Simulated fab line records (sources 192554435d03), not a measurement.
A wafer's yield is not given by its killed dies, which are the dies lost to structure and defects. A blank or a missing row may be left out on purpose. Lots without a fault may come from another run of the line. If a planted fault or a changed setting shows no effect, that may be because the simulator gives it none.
Split-lot experiment || flow n5_finfet || route with 1938 steps; 7 lots, 39 wafers read

THE SPLIT ITSELF
At N5_SD_EPI_N_ETCH_35 (etches SOC in N2/H2, overetch 108 nm, time 486 s), the setting source_w was moved away from the recipe's 3000 W on 9 of the 39 wafers read, by -15.2% to +13.6%. The other wafers ran this setting at the recipe's value.

The reading comes from the split's own step.

THE READING
rf_vpp_V, in V, at N5_SD_EPI_N_ETCH_35 (etches SOC in N2/H2, overetch 108 nm, time 486 s). A value of 240.8 V with a standard deviation of 1.3 V is what fault-free wafers of this fab line usually give.

{"wafer": "L074.1", "tool, chamber at the split": "rie_diel-04, 0", "source_w as run, W": 3000, "against the recipe": "recipe", "rf_vpp_V, V": 240.9, "against lot-mates on the recipe": "-"}
{"wafer": "L074.2", "tool, chamber at the split": "rie_diel-04, 2", "source_w as run, W": 3000, "against the recipe": "recipe", "rf_vpp_V, V": 239.3, "against lot-mates on the recipe": "-"}
{"wafer": "L074.3", "tool, chamber at the split": "rie_diel-04, 3", "source_w as run, W": 3000, "against the recipe": "recipe", "rf_vpp_V, V": 241.0, "against lot-mates on the recipe": "-"}
{"wafer": "L074.4", "tool, chamber at the split": "rie_diel-04, 1", "source_w as run, W": 3000, "against the recipe": "recipe", "rf_vpp_V, V": 240.8, "against lot-mates on the recipe": "-"}
{"wafer": "L074.5", "tool, chamber at the split": "rie_diel-04, 1", "source_w as run, W": 3000, "against the recipe": "recipe", "rf_vpp_V, V": 240.9, "against lot-mates on the recipe": "-"}
{"wafer": "L074.6", "tool, chamber at the split": "rie_diel-04, 2", "source_w as run, W": 3000, "against the recipe": "recipe", "rf_vpp_V, V": 240.7, "against lot-mates on the recipe": "-"}
{"wafer": "L075.1", "tool, chamber at the split": "rie_diel-06, 1", "source_w as run, W": 3409, "against the recipe": "+13.6%", "rf_vpp_V, V": 232.0, "against lot-mates on the recipe": -8.6}
{"wafer": "L075.2", "tool, chamber at the split": "rie_diel-06, 0", "source_w as run, W": 3409, "against the recipe": "+13.6%", "rf_vpp_V, V": 230.4, "against lot-mates on the recipe": -10.2}
{"wafer": "L075.3", "tool, chamber at the split": "rie_diel-06, 2", "source_w as run, W": 3000, "against the recipe": "recipe", "rf_vpp_V, V": 238.8, "against lot-mates on the recipe": "-"}
{"wafer": "L075.4", "tool, chamber at the split": "rie_diel-06, 3", "source_w as run, W": 3000, "against the recipe": "recipe", "rf_vpp_V, V": 240.4, "against lot-mates on the recipe": "-"}
{"wafer": "L075.5", "tool, chamber at the split": "rie_diel-06, 1", "source_w as run, W": 3000, "against the recipe": "recipe", "rf_vpp_V, V": 242.6, "against lot-mates on the recipe": "-"}
{"wafer": "L075.6", "tool, chamber at the split": "rie_diel-06, 0", "source_w as run, W": 3409, "against the recipe": "+13.6%", "rf_vpp_V, V": 231.9, "against lot-mates on the recipe": -8.7}
{"wafer": "L078.4", "tool, chamber at the split": "rie_diel-02, 3", "source_w as run, W": 3000, "against the recipe": "recipe", "rf_vpp_V, V": 243.1, "against lot-mates on the recipe": "-"}
{"wafer": "L078.5", "tool, chamber at the split": "rie_diel-02, 3", "source_w as run, W": 3000, "against the recipe": "recipe", "rf_vpp_V, V": 240.7, "against lot-mates on the recipe": "-"}
{"wafer": "L078.6", "tool, chamber at the split": "rie_diel-02, 2", "source_w as run, W": 3000, "against the recipe": "recipe", "rf_vpp_V, V": 239.9, "against lot-mates on the recipe": "-"}
{"wafer": "L086.1", "tool, chamber at the split": "rie_diel-06, 0", "source_w as run, W": 3000, "against the recipe": "recipe", "rf_vpp_V, V": 242.5, "against lot-mates on the recipe": "-"}
{"wafer": "L086.2", "tool, chamber at the split": "rie_diel-06, 3", "source_w as run, W": 3000, "against the recipe": "recipe", "rf_vpp_V, V": 241.5, "against lot-mates on the recipe": "-"}
{"wafer": "L086.3", "tool, chamber at the split": "rie_diel-06, 2", "source_w as run, W": 3000, "against the recipe": "recipe", "rf_vpp_V, V": 239.1, "against lot-mates on the recipe": "-"}
{"wafer": "L086.4", "tool, chamber at the split": "rie_diel-06, 2", "source_w as run, W": 3000, "against the recipe": "recipe", "rf_vpp_V, V": 239.2, "against lot-mates on the recipe": "-"}
{"wafer": "L086.5", "tool, chamber at the split": "rie_diel-06, 3", "source_w as run, W": 3000, "against the recipe": "recipe", "rf_vpp_V, V": 239.4, "against lot-mates on the recipe": "-"}
{"wafer": "L086.6", "tool, chamber at the split": "rie_diel-06, 0", "source_w as run, W": 3000, "against the recipe": "recipe", "rf_vpp_V, V": 241.6, "against lot-mates on the recipe": "-"}
{"wafer": "L089.1", "tool, chamber at the split": "rie_diel-06, 3", "source_w as run, W": 2544, "against the recipe": "-15.2%", "rf_vpp_V, V": 255.1, "against lot-mates on the recipe": "+15.5"}
{"wafer": "L089.2", "tool, chamber at the split": "rie_diel-06, 2", "source_w as run, W": 3000, "against the recipe": "recipe", "rf_vpp_V, V": 239.0, "against lot-mates on the recipe": "-"}
{"wafer": "L089.3", "tool, chamber at the split": "rie_diel-06, 0", "source_w as run, W": 3000, "against the recipe": "recipe", "rf_vpp_V, V": 239.6, "against lot-mates on the recipe": "-"}
{"wafer": "L089.4", "tool, chamber at the split": "rie_diel-06, 0", "source_w as run, W": 2544, "against the recipe": "-15.2%", "rf_vpp_V, V": 256.8, "against lot-mates on the recipe": "+17.2"}
{"wafer": "L089.5", "tool, chamber at the split": "rie_diel-06, 2", "source_w as run, W": 2544, "against the recipe": "-15.2%", "rf_vpp_V, V": 251.7, "against lot-mates on the recipe": "+12.1"}
{"wafer": "L089.6", "tool, chamber at the split": "rie_diel-06, 3", "source_w as run, W": 3000, "against the recipe": "recipe", "rf_vpp_V, V": 240.2, "against lot-mates on the recipe": "-"}
{"wafer": "L091.1", "tool, chamber at the split": "rie_diel-04, 1", "source_w as run, W": 3000, "against the recipe": "recipe", "rf_vpp_V, V": 241.4, "against lot-mates on the recipe": "-"}
{"wafer": "L091.2", "tool, chamber at the split": "rie_diel-04, 2", "source_w as run, W": 3000, "against the recipe": "recipe", "rf_vpp_V, V": 237.6, "against lot-mates on the recipe": "-"}
{"wafer": "L091.3", "tool, chamber at the split": "rie_diel-04, 3", "source_w as run, W": 3000, "against the recipe": "recipe", "rf_vpp_V, V": 241.4, "against lot-mates on the recipe": "-"}
{"wafer": "L091.4", "tool, chamber at the split": "rie_diel-04, 0", "source_w as run, W": 3000, "against the recipe": "recipe", "rf_vpp_V, V": 240.8, "against lot-mates on the recipe": "-"}
{"wafer": "L091.5", "tool, chamber at the split": "rie_diel-04, 0", "source_w as run, W": 3000, "against the recipe": "recipe", "rf_vpp_V, V": 239.5, "against lot-mates on the recipe": "-"}
{"wafer": "L091.6", "tool, chamber at the split": "rie_diel-04, 3", "source_w as run, W": 3000, "against the recipe": "recipe", "rf_vpp_V, V": 240.3, "against lot-mates on the recipe": "-"}
{"wafer": "L094.1", "tool, chamber at the split": "rie_diel-02, 0", "source_w as run, W": 3000, "against the recipe": "recipe", "rf_vpp_V, V": 242.5, "against lot-mates on the recipe": "-"}
{"wafer": "L094.2", "tool, chamber at the split": "rie_diel-02, 3", "source_w as run, W": 2642, "against the recipe": "-11.9%", "rf_vpp_V, V": 252.7, "against lot-mates on the recipe": "+10.9"}
{"wafer": "L094.3", "tool, chamber at the split": "rie_diel-02, 2", "source_w as run, W": 3000, "against the recipe": "recipe", "rf_vpp_V, V": 241.4, "against lot-mates on the recipe": "-"}
{"wafer": "L094.4", "tool, chamber at the split": "rie_diel-02, 0", "source_w as run, W": 3000, "against the recipe": "recipe", "rf_vpp_V, V": 241.5, "against lot-mates on the recipe": "-"}
{"wafer": "L094.5", "tool, chamber at the split": "rie_diel-02, 3", "source_w as run, W": 2642, "against the recipe": "-11.9%", "rf_vpp_V, V": 254.1, "against lot-mates on the recipe": "+12.3"}
{"wafer": "L094.6", "tool, chamber at the split": "rie_diel-02, 2", "source_w as run, W": 2642, "against the recipe": "-11.9%", "rf_vpp_V, V": 250.9, "against lot-mates on the recipe": "+9.1"}

THE FIT
A straight line over all 39 wafers: rf_vpp_V changes by -0.848 V for each +1% of source_w; r = -0.96; the points scatter about the line by 1.6 V.
The same after taking each lot's own level away (the mean of its wafers on the recipe; 39 wafers): -0.85 V for each +1%; r = -0.97; scatter 1.5 V.
On that fit, the largest move of source_w shifts the reading by 13 V.
Measured against the standard deviation above, the lots' own levels, which go from 239.60 to 241.80 V, span 1.7 times it.
Consequently the slope shifts little with the lot-to-lot level, the two slopes agreeing.
Check: with one of the wafers moved furthest among these (-15.2%) left out of the fit, the line predicts +12.9 V for it against its lot-mates. Against them it came out at +15.5 V.
Tool readings at the split's step, against how far the setting was moved: rf_vpp_V r = -0.96.

FURTHER SPLITS ON THESE WAFERS
Before the reading, these wafers also passed through other splits. Each is held against what the fit with the lots' levels taken away leaves over:
{"other split on the same wafers": "N5_FIN_SAQP_HM_DEP_03 time_s", "wafers away from the commonest value": 18, "r with rf_vpp_V (lot level and that fit taken away)": "+0.12"}
{"other split on the same wafers": "N5_DUMMY_GATE_ETCH_37 source_w", "wafers away from the commonest value": 18, "r with rf_vpp_V (lot level and that fit taken away)": "+0.46"}
{"other split on the same wafers": "N5_DUMMY_GATE_ETCH_31 target_depth_a", "wafers away from the commonest value": 15, "r with rf_vpp_V (lot level and that fit taken away)": "+0.15"}

THE WHOLE CHAIN: every reading that the file lists as answering this split, in the file's order
{"step": "N5_SD_EPI_N_ETCH_35", "what it does": "etches SOC in N2/H2, overetch 108 nm, time 486 s", "reading": "rf_vpp_V", "change (the file's fit)": "-0.859 V for each +1% of the setting", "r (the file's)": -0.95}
{"step": "N5_SD_EPI_N_ETCH_35", "what it does": "etches SOC in N2/H2, overetch 108 nm, time 486 s", "reading": "SiARC_of_SD_EPI_N_COAT_33.thk_nm (the simulator's own value, which no gauge read)", "change (the file's fit)": "-0.127 nm for each +1% of the setting", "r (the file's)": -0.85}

THE FILE'S OWN FIT
rf_vpp_V changes by -0.859 V for each +1% of source_w, r = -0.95.
